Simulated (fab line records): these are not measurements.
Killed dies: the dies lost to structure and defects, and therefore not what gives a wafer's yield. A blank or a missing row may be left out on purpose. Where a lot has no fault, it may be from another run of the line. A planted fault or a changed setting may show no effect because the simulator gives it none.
Chamber matching + flow nand-harc + NHARC_P_M0_STRIP_18 on rie-diel-11 has 4 sister chambers
The step strips in N2/H2. 4 wafers are shown with their chamber, then 12 later ones without.

## EACH WAFER AND ITS CHAMBER
| wafer  | chamber | showerhead-plenum-p-Torr (Torr) |
|--------|---------|---------------------------------|
| L087.5 | 0       | 2.19                            |
| L090.1 | 2       | 2.12                            |
| L090.4 | 1       | 1.97                            |
| L090.5 | 3       | 2.13                            |

## WAFERS MISSING THEIR CHAMBER
| wafer  | showerhead-plenum-p-Torr (Torr) |
|--------|---------------------------------|
| L092.4 | 2.13                            |
| L092.5 | 2.18                            |
| L092.6 | 2.13                            |
| L094.1 | 1.97                            |
| L094.4 | 2.18                            |
| L094.5 | 2.12                            |
| L095.1 | 2.12                            |
| L095.3 | 2.18                            |
| L095.4 | 2.13                            |
| L097.2 | 2.18                            |
| L097.4 | 2.12                            |
| L097.5 | 2.12                            |

## EACH ONE'S CHAMBER
| wafer  | from the rows above     | in truth |
|--------|-------------------------|----------|
| L092.4 | can't be placed: 3 or 2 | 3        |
| L092.5 | 0                       | 0        |
| L092.6 | can't be placed: 3 or 2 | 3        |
| L094.1 | 1                       | 1        |
| L094.4 | 0                       | 0        |
| L094.5 | can't be placed: 2 or 3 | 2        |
| L095.1 | can't be placed: 2 or 3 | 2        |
| L095.3 | 0                       | 0        |
| L095.4 | can't be placed: 3 or 2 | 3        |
| L097.2 | 0                       | 0        |
| L097.4 | can't be placed: 2 or 3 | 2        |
| L097.5 | can't be placed: 2 or 3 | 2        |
Correctly placed: 5 of 12. These rows do not allow placing 7 (true chamber among the candidates in 7). Placed wrongly: 0.
How it was worked out, from the rows above alone: a wafer's distance from a chamber is the root of the sum, over the readings, of the square of ((its reading less the chamber's mean) divided by the reading's scatter). The wafer belongs to the nearest chamber; if the next one is less than 2 further off, it can't be placed. Each chamber's mean is taken over the wafers shown for it. The scatter: root of mean squared gap, hidden wafer to nearest shown wafer, with one shown wafer a chamber.
